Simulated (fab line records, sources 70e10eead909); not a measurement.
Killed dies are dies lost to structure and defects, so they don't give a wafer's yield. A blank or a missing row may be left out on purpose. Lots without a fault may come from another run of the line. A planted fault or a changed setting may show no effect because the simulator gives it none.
Which tool did it? | flow nand_harc | 24 lots, 72 wafers sampled, at 5 steps of a route of 1159

WHAT THE GAUGES READ, wafer by wafer
NHARC_P_ZERO_WELL_CD_MEAS_52: target cd 2000 nm. Usual: cd_nm 1999.9 nm, standard deviation 2.
lot  | measured    | on        | cd_nm (nm)           | flag
L074 | day 1 17:38 | cd_sem-03 | 1999.4 2002.2 1997.7 |
L075 | day 1 23:40 | cd_sem-03 | 1999.1 2002.4 1998.1 |
L076 | day 2 05:47 | cd_sem-01 | 1998.5 1997.8 2000.9 |
L077 | day 2 11:44 | cd_sem-02 | 1998.4 2002.2 2000.5 |
L078 | day 2 17:53 | cd_sem-02 | 1999.3 2000.6 1998.3 |
L079 | day 2 23:47 | cd_sem-02 | 1997.8 1997.8 1997.6 |
L080 | day 3 05:46 | cd_sem-03 | 1995.0 1993.8 1998.5 |
L081 | day 3 11:38 | cd_sem-01 | 2001.7 1999.1 2002.3 |
L082 | day 3 17:55 | cd_sem-02 | 1996.9 1999.6 2001.7 |
L083 | day 3 23:46 | cd_sem-02 | 2000.8 1999.7 1996.7 |
L084 | day 4 06:04 | cd_sem-03 | 2000.8 1996.5 1996.1 |
L085 | day 4 12:07 | cd_sem-02 | 2000.2 2000.7 1999.9 |
L086 | day 4 18:04 | cd_sem-01 | 1996.5 2002.6 2000.3 |
L087 | day 4 23:53 | cd_sem-03 | 2003.3 2002.1 2000.4 |
L088 | day 5 06:20 | cd_sem-01 | 2001.1 2001.0 2003.9 |
L089 | day 5 11:56 | cd_sem-02 | 2000.0 1999.1 1995.8 |
L090 | day 5 17:46 | cd_sem-03 | 1998.8 2000.4 2001.5 |
L091 | day 6 00:11 | cd_sem-01 | 1999.9 2001.4 1999.2 |
L092 | day 6 05:31 | cd_sem-03 | 1999.0 2002.2 2000.3 |
L093 | day 6 11:41 | cd_sem-01 | 1999.0 2002.5 2002.3 |
L094 | day 6 17:44 | cd_sem-01 | 2000.6 2000.9 1999.6 |
L095 | day 6 23:42 | cd_sem-03 | 2002.3 2000.2 1999.2 |
L096 | day 7 05:41 | cd_sem-01 | 1997.6 1999.5 1998.6 |
L097 | day 7 11:42 | cd_sem-01 | 1999.3 2003.4 1999.3 |

NHARC_P_M0_CD_MEAS_09: target cd 90 nm. Usual: cd_nm 90.0 nm, standard deviation 0.6.
lot  | measured     | on        | cd_nm (nm)     | flag
L074 | day 6 07:35  | cd_sem-01 | 90.5 89.6 89.9 |
L075 | day 6 08:14  | cd_sem-03 | 90.2 90.8 90.2 |
L076 | day 6 13:26  | cd_sem-02 | 90.6 89.2 90.0 |
L077 | day 6 14:04  | cd_sem-01 | 89.7 90.6 89.3 |
L078 | day 7 02:39  | cd_sem-02 | 89.7 89.1 90.2 |
L079 | day 6 21:53  | cd_sem-01 | 89.4 90.9 89.4 |
L080 | day 7 13:41  | cd_sem-01 | 90.0 91.0 90.9 |
L081 | day 7 12:44  | cd_sem-01 | 90.2 89.3 90.0 |
L082 | day 7 13:17  | cd_sem-03 | 90.5 89.7 90.1 |
L083 | day 8 00:52  | cd_sem-02 | 88.9 90.4 89.7 |
L084 | day 8 02:21  | cd_sem-02 | 90.0 89.3 89.1 |
L085 | day 9 02:31  | cd_sem-03 | 90.4 90.1 89.7 |
L086 | day 9 00:47  | cd_sem-01 | 90.1 89.5 90.8 |
L087 | day 9 04:17  | cd_sem-02 | 90.4 89.8 90.4 |
L088 | day 9 07:25  | cd_sem-03 | 90.1 90.2 90.9 |
L089 | day 9 21:04  | cd_sem-01 | 89.7 89.0 89.7 |
L090 | day 10 04:04 | cd_sem-01 | 89.3 89.2 89.9 |
L091 | day 10 05:11 | cd_sem-02 | 89.6 89.8 90.8 |
L092 | day 10 07:40 | cd_sem-03 | 91.1 89.9 90.9 |
L093 | day 10 06:47 | cd_sem-02 | 89.5 89.7 90.1 |
L094 | day 11 03:48 | cd_sem-03 | 89.8 90.2 89.9 |
L095 | day 11 03:17 | cd_sem-02 | 89.1 89.9 89.5 |
L096 | day 11 10:48 | cd_sem-01 | 89.1 90.1 90.5 |
L097 | day 11 14:29 | cd_sem-02 | 90.3 89.0 89.5 |

WHICH TOOL RAN EACH LOT (tool, then ch and the chambers of the sampled wafers, then the start)
lot  | NHARC_P_STI_CMP_21           | NHARC_P_GATE_ALD_36               | NHARC_P_CONTACT_DEP_30
L074 | cmp-04 ch 2,3, day 3 11:11   | ald_sin-04 ch 1,2,3, day 5 01:01  | pecvd-01 ch 0,2, day 5 16:29
L075 | cmp-01 ch 0,1,3, day 3 11:10 | ald_sin-01 ch 1,2,3, day 5 00:34  | pecvd-01 ch 1,2, day 5 17:47
L076 | cmp-04 ch 0,3, day 3 20:01   | ald_sin-02 ch 0,1,2, day 5 16:19  | pecvd-01 ch 0,2, day 6 06:34
L077 | cmp-01 ch 0,1, day 4 04:52   | ald_sin-04 ch 0,2, day 5 14:46    | pecvd-03 ch 0,1, day 6 07:48
L078 | cmp-04 ch 0,2,3, day 4 09:30 | ald_sin-02 ch 0,1,2, day 5 21:19  | pecvd-04 ch 0,2, day 6 13:38
L079 | cmp-03 ch 2,3, day 4 09:28   | ald_sin-01 ch 2,3, day 5 19:50    | pecvd-03 ch 0,1,2, day 6 12:49
L080 | cmp-01 ch 2,3, day 5 05:04   | ald_sin-02 ch 1,2, day 6 14:18    | pecvd-01 ch 0,1, day 7 07:50
L081 | cmp-04 ch 1,2,3, day 5 05:02 | ald_sin-04 ch 0,2,3, day 6 13:22  | pecvd-04 ch 0,1, day 7 06:53
L082 | cmp-03 ch 1,3, day 5 05:02   | ald_sin-01 ch 0,3, day 6 13:44    | pecvd-03 ch 1,2, day 7 07:06
L083 | cmp-01 ch 0,1,2, day 5 16:59 | ald_sin-01 ch 0,1,3, day 7 00:57  | pecvd-01 ch 0,1, day 7 17:49
L084 | cmp-04 ch 1,2, day 5 16:59   | ald_sin-04 ch 0,1,2, day 7 02:02  | pecvd-01 ch 1,2, day 7 19:04
L085 | cmp-01 ch 0,1,3, day 6 13:44 | ald_sin-01 ch 1,2, day 8 02:59    | pecvd-01 ch 0,1, day 8 20:04
L086 | cmp-03 ch 1,2, day 6 13:43   | ald_sin-02 ch 1,2, day 8 01:46    | pecvd-04 ch 0,2, day 8 19:02
L087 | cmp-04 ch 1,3, day 6 13:41   | ald_sin-04 ch 1,2, day 8 03:39    | pecvd-04 ch 0,2, day 8 20:57
L088 | cmp-01 ch 0,1,2, day 6 19:27 | ald_sin-02 ch 0,1, day 8 09:11    | pecvd-04 ch 1,2, day 9 01:51
L089 | cmp-01 ch 0,1,2, day 7 03:01 | ald_sin-01 ch 1,2, day 8 13:47    | pecvd-01 ch 0,2, day 9 07:02
L090 | cmp-03 ch 1,2,3, day 7 07:54 | ald_sin-02 ch 0,1,3, day 8 22:46  | pecvd-03 ch 0,1,2, day 9 14:46
L091 | cmp-04 ch 1,2,3, day 7 15:11 | ald_sin-01 ch 0,2,3, day 9 04:25  | pecvd-01 ch 1,2, day 9 20:06
L092 | cmp-03 ch 0,1,2, day 7 23:25 | ald_sin-02 ch 1,2,3, day 9 11:22  | pecvd-04 ch 0,1, day 10 02:09
L093 | cmp-01 ch 1,2, day 7 23:25   | ald_sin-04 ch 0,1, day 9 07:56    | pecvd-03 ch 0,1,2, day 10 01:17
L094 | cmp-03 ch 0,1, day 8 13:05   | ald_sin-04 ch 1,2, day 10 01:58   | pecvd-04 ch 0,1, day 10 19:05
L095 | cmp-04 ch 0,2,3, day 8 13:09 | ald_sin-01 ch 0,1,3, day 10 01:19 | pecvd-03 ch 0,1,2, day 10 18:32
L096 | cmp-01 ch 0,1,2, day 8 21:06 | ald_sin-02 ch 0,1, day 10 08:32   | pecvd-03 ch 0,1, day 11 01:39
L097 | cmp-04 ch 0,1,3, day 8 21:07 | ald_sin-01 ch 1,2,3, day 10 11:49 | pecvd-04 ch 0,1, day 11 02:17
- NHARC_P_STI_CMP_21: polishes, t overpolish 20 s, target thk 380.67 nm.
- NHARC_P_GATE_ALD_36: deposits SiNx, target thk 20 nm, pulse time 60 s, ald cycles 223.
- NHARC_P_CONTACT_DEP_30: deposits SiNx, target thk 30 nm.

WHAT THE TOOLS THEMSELVES READ (means of the sampled wafers that have a number; where no wafer has one, the mark that the record gives instead)
NHARC_P_STI_CMP_21. Usual: motor_current_A 12.2 A, standard deviation 1.2; overpolish_run_s 20.000 s, standard deviation 0.0093; retaining_ring_pressure_frac 1.000, standard deviation 0.0055; slurry_flow_ml_min 150.1, standard deviation 0.53.
lot  | tool   | motor_current_A (A) | overpolish_run_s (s) | retaining_ring_pressure_frac | slurry_flow_ml_min | flag
L074 | cmp-04 | 10.7                | 20.001               | 1.002                        | 149.8              |
L075 | cmp-01 | 12.7                | 20.000               | 1.001                        | 150.2              |
L076 | cmp-04 | 12.2                | 19.995               | 1.004                        | 149.5              |
L077 | cmp-01 | 12.6                | 20.005               | 0.999                        | 150.1              |
L078 | cmp-04 | 11.7                | 19.992               | 1.004                        | 150.5              |
L079 | cmp-03 | 13.2                | 20.006               | 1.006                        | 150.0              |
L080 | cmp-01 | 11.4                | 20.000               | 1.006                        | 149.8              |
L081 | cmp-04 | 11.3                | 20.001               | 1.001                        | 149.8              |
L082 | cmp-03 | 13.1                | 20.000               | 1.001                        | 150.1              |
L083 | cmp-01 | 12.5                | 20.002               | 0.998                        | 150.3              |
L084 | cmp-04 | 11.1                | 20.000               | 0.994                        | 150.8              |
L085 | cmp-01 | 12.6                | 20.005               | 1.002                        | 150.3              |
L086 | cmp-03 | 12.5                | 20.004               | 0.995                        | 149.4              |
L087 | cmp-04 | 12.1                | 19.993               | 1.003                        | 150.1              |
L088 | cmp-01 | 12.9                | 20.003               | 1.002                        | 150.1              |
L089 | cmp-01 | 12.9                | 19.999               | 1.000                        | 149.9              |
L090 | cmp-03 | 12.8                | 20.007               | 1.001                        | 150.1              |
L091 | cmp-04 | 11.5                | 19.994               | 1.000                        | 150.4              |
L092 | cmp-03 | 12.3                | 20.000               | 0.999                        | 149.8              |
L093 | cmp-01 | 11.9                | 19.997               | 1.002                        | 149.7              |
L094 | cmp-03 | 12.4                | 19.993               | 0.997                        | 150.5              |
L095 | cmp-04 | 11.8                | 20.007               | 1.002                        | 150.1              |
L096 | cmp-01 | 12.6                | 20.001               | 1.005                        | 150.3              |
L097 | cmp-04 | 11.8                | 20.000               | 1.000                        | 149.8              |

NHARC_P_GATE_ALD_36. Usual: heater_power_w 839 W, standard deviation 100; precursor_pulse_height_rel 0.999, standard deviation 0.021.
lot  | tool       | heater_power_w (W) | precursor_pulse_height_rel | flag
L074 | ald_sin-04 | 824                | 0.996                      |
L075 | ald_sin-01 | 921                | 1.003                      |
L076 | ald_sin-02 | 861                | 1.015                      |
L077 | ald_sin-04 | 871                | 1.007                      |
L078 | ald_sin-02 | 860                | 0.983                      |
L079 | ald_sin-01 | 990                | 1.005                      |
L080 | ald_sin-02 | 813                | 1.012                      |
L081 | ald_sin-04 | 890                | 0.992                      |
L082 | ald_sin-01 | 787                | 0.983                      |
L083 | ald_sin-01 | 831                | 0.987                      |
L084 | ald_sin-04 | 825                | 0.993                      |
L085 | ald_sin-01 | 846                | 0.985                      |
L086 | ald_sin-02 | 808                | 1.010                      |
L087 | ald_sin-04 | 784                | 1.013                      |
L088 | ald_sin-02 | 821                | 0.978                      |
L089 | ald_sin-01 | 909                | 1.010                      |
L090 | ald_sin-02 | 790                | 1.010                      |
L091 | ald_sin-01 | 885                | 0.988                      |
L092 | ald_sin-02 | 789                | 1.000                      |
L093 | ald_sin-04 | 822                | 0.971                      |
L094 | ald_sin-04 | 888                | 0.980                      |
L095 | ald_sin-01 | 833                | 1.006                      |
L096 | ald_sin-02 | 865                | 0.989                      |
L097 | ald_sin-01 | 915                | 0.995                      |

NHARC_P_CONTACT_DEP_30. Usual: heater_power_w 727 W, standard deviation 61; rf_fwd_power_W 448.9 W, standard deviation 1.3.
lot  | tool     | heater_power_w (W) | rf_fwd_power_W (W) | flag
L074 | pecvd-01 | 708                | 448.0              |
L075 | pecvd-01 | 767                | 449.9              |
L076 | pecvd-01 | 740                | 448.8              |
L077 | pecvd-03 | 677                | 447.5              |
L078 | pecvd-04 | 753                | 449.6              |
L079 | pecvd-03 | 771                | 448.6              |
L080 | pecvd-01 | 714                | 448.4              |
L081 | pecvd-04 | 795                | 449.0              |
L082 | pecvd-03 | 742                | 448.8              |
L083 | pecvd-01 | 725                | 449.9              |
L084 | pecvd-01 | 713                | 450.7              |
L085 | pecvd-01 | 722                | 448.9              |
L086 | pecvd-04 | 691                | 449.6              |
L087 | pecvd-04 | 757                | 448.2              |
L088 | pecvd-04 | 688                | 449.0              |
L089 | pecvd-01 | 744                | 448.3              |
L090 | pecvd-03 | 690                | 447.5              |
L091 | pecvd-01 | 700                | 449.1              |
L092 | pecvd-04 | 804                | 448.6              |
L093 | pecvd-03 | 754                | 449.6              |
L094 | pecvd-04 | 795                | 448.6              |
L095 | pecvd-03 | 703                | 449.4              |
L096 | pecvd-03 | 666                | 449.1              |
L097 | pecvd-04 | 814                | 448.1              |

THE ANSWER, worked out from the rows above alone
Rule: a lot is off if the mean of its wafers that have a number lies more than 3 standard deviations from the usual mean. A lot without any number at a reading at which 4 lots or more have one is off too. The other lots that the step has rows for count as sound. The gauges are gone through in route order, then the tools' own readings, and for those a lot's mean is taken as printed above. The first step at which some lot is off is used, and at that step the reading that is off furthest; a lot without a number counts as furthest.
No lot is off at any reading shown: from this, nothing can be told.

WHAT THE SIMULATOR HAD PUT IN
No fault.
